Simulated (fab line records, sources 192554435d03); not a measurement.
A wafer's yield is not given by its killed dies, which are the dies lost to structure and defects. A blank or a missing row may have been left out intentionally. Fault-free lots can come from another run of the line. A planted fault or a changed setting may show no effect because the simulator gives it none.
Chamber matching    flow n5Finfet    4 sister chambers for N5_FIN_CUT_ETCH_20 on rieDiel-03
The step etches SiARC in CF4, target depth 26 nm, time 43.3 s. 14 wafers are shown with their chamber, then 6 later ones without.

== WAFERS PAIRED WITH THEIR CHAMBERS ==
wafer   chamber  throttleValvePct (%)  drypumpMotorCurrentA (A)  oesProductAu (a.u.)
L403.2  0        15.59                 6.4                       0.66
L403.4  3        15.65                 5.6                       0.63
L403.5  0        15.60                 6.3                       0.67
L404.2  3        15.66                 5.6                       0.63
L404.4  2        15.44                 5.4                       0.65
L404.5  1        15.81                 6.0                       0.58
L407.1  0        15.61                 6.4                       0.65
L407.3  2        15.45                 5.5                       0.64
L407.4  3        15.67                 5.6                       0.63
L408.1  2        15.46                 5.5                       0.64
L408.2  3        15.67                 5.6                       0.62
L408.5  0        15.62                 6.4                       0.65
L409.1  3        15.69                 5.6                       0.62
L409.3  0        15.62                 6.3                       0.65

SIGNATURES (averages over the wafers above)
reading               chamber 0  chamber 1  chamber 2  chamber 3  scatter within a chamber
throttleValvePct      15.6080    15.8100    15.4500    15.6680    0.0133
drypumpMotorCurrentA  6.360      6.000      5.467      5.600      0.0432
oesProductAu          0.6560     0.5800     0.6433     0.6260     0.00712
Rule: for a wafer and a chamber, the distance is found by dividing, reading by reading, the gap between the wafer's reading and the chamber's mean by the reading's scatter, squaring, summing and taking the root. If the next closest chamber is less than 2 further off than the closest, the wafer can't be placed; otherwise it belongs to the closest. How the scatter is found: for the shown wafers, subtract from each reading the mean of its chamber, square and add these, divide the total by (wafers less chambers), then take the root.

== WAFERS WITH NO CHAMBER GIVEN ==
wafer   throttleValvePct (%)  drypumpMotorCurrentA (A)  oesProductAu (a.u.)
L409.4  15.31                 6.0                       0.86
L413.1  15.33                 6.0                       0.82
L413.2  15.68                 5.6                       0.61
L413.6  15.64                 6.3                       0.65
L420.1  15.37                 6.1                       0.78
L421.1  15.66                 6.4                       0.63

== CHAMBER TAKEN BY EACH ==
wafer    from the rows above       in truth
L409.4   2                         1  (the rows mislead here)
L413.1   2                         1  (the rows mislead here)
L413.2   3                         3
L413.6   0                         0
L420.1   can't be placed: 2 or 0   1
L421.1   0                         0
Placed correctly: 3 of 6. These rows do not allow placing 1 (true chamber among the candidates in 0). 2 placed wrongly.
